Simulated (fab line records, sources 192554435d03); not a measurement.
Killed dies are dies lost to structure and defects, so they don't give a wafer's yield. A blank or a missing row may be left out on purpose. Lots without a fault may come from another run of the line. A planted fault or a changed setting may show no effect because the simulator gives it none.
Split-lot experiment | flow n5_finfet | 7 lots, 39 wafers read, on a route of 1938 steps

THE SPLIT
At N5_DUMMY_GATE_ETCH_32 (etches SiO2 in CF4, target depth 3.5 nm, time 3.9 s), the setting time_s was moved away from the recipe's 3.9 s on 15 of the 39 wafers read, by -8.1% to +22.6%. The other wafers ran this setting at the recipe's value.

The reading is taken at the split's own step.

THE READING
etch.depth_nm (the simulator's own value, which no gauge read), in nm, at N5_DUMMY_GATE_ETCH_32 (etches SiO2 in CF4, target depth 3.5 nm, time 3.9 s). The file gives no usual value for it. The 24 wafers here that ran the recipe average 3.545 nm, standard deviation 0.061 nm.

wafer  | tool, chamber at the split | time_s as run, s | against the recipe | etch.depth_nm, nm | against lot-mates on the recipe
L075.3 | rie_si-03, 2               | 3.9              | recipe             | 3.494             | -
L075.4 | rie_si-03, 0               | 3.9              | recipe             | 3.508             | -
L075.5 | rie_si-03, 2               | 3.9              | recipe             | 3.482             | -
L077.1 | rie_si-04, 0               | 4.78             | +22.6%             | 4.246             | +0.691
L077.2 | rie_si-04, 3               | 3.9              | recipe             | 3.45              | -
L077.3 | rie_si-04, 2               | 3.9              | recipe             | 3.605             | -
L077.4 | rie_si-04, 1               | 4.78             | +22.6%             | 4.399             | +0.844
L077.5 | rie_si-04, 1               | 3.9              | recipe             | 3.611             | -
L077.6 | rie_si-04, 0               | 4.78             | +22.6%             | 4.232             | +0.677
L081.1 | rie_si-04, 2               | 3.9              | recipe             | 3.619             | -
L081.2 | rie_si-04, 1               | 3.584            | -8.1%              | 3.349             | -0.233
L081.3 | rie_si-04, 0               | 3.9              | recipe             | 3.499             | -
L081.4 | rie_si-04, 2               | 3.9              | recipe             | 3.628             | -
L081.5 | rie_si-04, 1               | 3.584            | -8.1%              | 3.323             | -0.259
L081.6 | rie_si-04, 0               | 3.584            | -8.1%              | 3.195             | -0.387
L084.1 | rie_si-03, 1               | 3.9              | recipe             | 3.571             | -
L084.2 | rie_si-03, 2               | 3.9              | recipe             | 3.565             | -
L084.3 | rie_si-03, 0               | 3.9              | recipe             | 3.607             | -
L084.4 | rie_si-03, 3               | 3.9              | recipe             | 3.465             | -
L084.5 | rie_si-03, 1               | 3.9              | recipe             | 3.567             | -
L084.6 | rie_si-03, 2               | 3.9              | recipe             | 3.542             | -
L085.1 | rie_si-03, 2               | 3.9              | recipe             | 3.558             | -
L085.2 | rie_si-03, 0               | 4.378            | +12.3%             | 4.004             | +0.513
L085.3 | rie_si-03, 1               | 4.378            | +12.3%             | 3.967             | +0.476
L085.4 | rie_si-03, 3               | 3.9              | recipe             | 3.474             | -
L085.5 | rie_si-03, 0               | 4.378            | +12.3%             | 4.048             | +0.557
L085.6 | rie_si-03, 3               | 3.9              | recipe             | 3.44              | -
L087.1 | rie_si-02, 2               | 3.9              | recipe             | 3.517             | -
L087.2 | rie_si-02, 1               | 4.258            | +9.2%              | 3.737             | +0.180
L087.3 | rie_si-02, 0               | 4.258            | +9.2%              | 3.865             | +0.308
L087.4 | rie_si-02, 3               | 3.9              | recipe             | 3.618             | -
L087.5 | rie_si-02, 2               | 3.9              | recipe             | 3.537             | -
L087.6 | rie_si-02, 3               | 4.258            | +9.2%              | 3.93              | +0.373
L090.1 | rie_si-03, 2               | 3.9              | recipe             | 3.613             | -
L090.2 | rie_si-03, 0               | 4.683            | +20.1%             | 4.349             | +0.776
L090.3 | rie_si-03, 3               | 3.9              | recipe             | 3.476             | -
L090.4 | rie_si-03, 1               | 4.683            | +20.1%             | 4.348             | +0.775
L090.5 | rie_si-03, 2               | 3.9              | recipe             | 3.63              | -
L090.6 | rie_si-03, 3               | 4.683            | +20.1%             | 4.202             | +0.629

THE FIT
A straight line over all 39 wafers: etch.depth_nm changes by +0.0349 nm for each +1% of time_s; r = +0.98; the points scatter about the line by 0.069 nm.
The same after taking each lot's own level away (the mean of its wafers on the recipe; 39 wafers): +0.0351 nm for each +1%; r = +0.98; scatter 0.068 nm.
On that fit, the largest move of time_s shifts the reading by 0.79 nm.
The lots' own levels span 3.4907 to 3.5820 nm, that is 1.5 times the standard deviation above.
So the lot-to-lot level changes the slope little: the two slopes agree.
Check: with one of the wafers moved furthest among these (+22.6%) left out of the fit, the line predicts +0.808 nm for it against its lot-mates. It came out at +0.691 nm against them.

OTHER SPLITS ON THESE WAFERS
These wafers also went through other splits before the reading. Each is held against what the fit with the lots' levels taken away leaves over:
other split on the same wafers               | wafers away from the commonest value | r with etch.depth_nm (lot level and that fit taken away)
N5_FIN_SAQP_HM_DEP_03 target_thk_a           | 15                                   | -0.04
N5_STI_FIN_REVEAL_ETCHBACK_08 target_depth_a | 15                                   | +0.23
N5_DUMMY_GATE_ETCH_37 source_w               | 12                                   | +0.17

THE FILE'S OWN FIT
etch.depth_nm changes by +0.0351 nm for each +1% of time_s, r = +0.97.
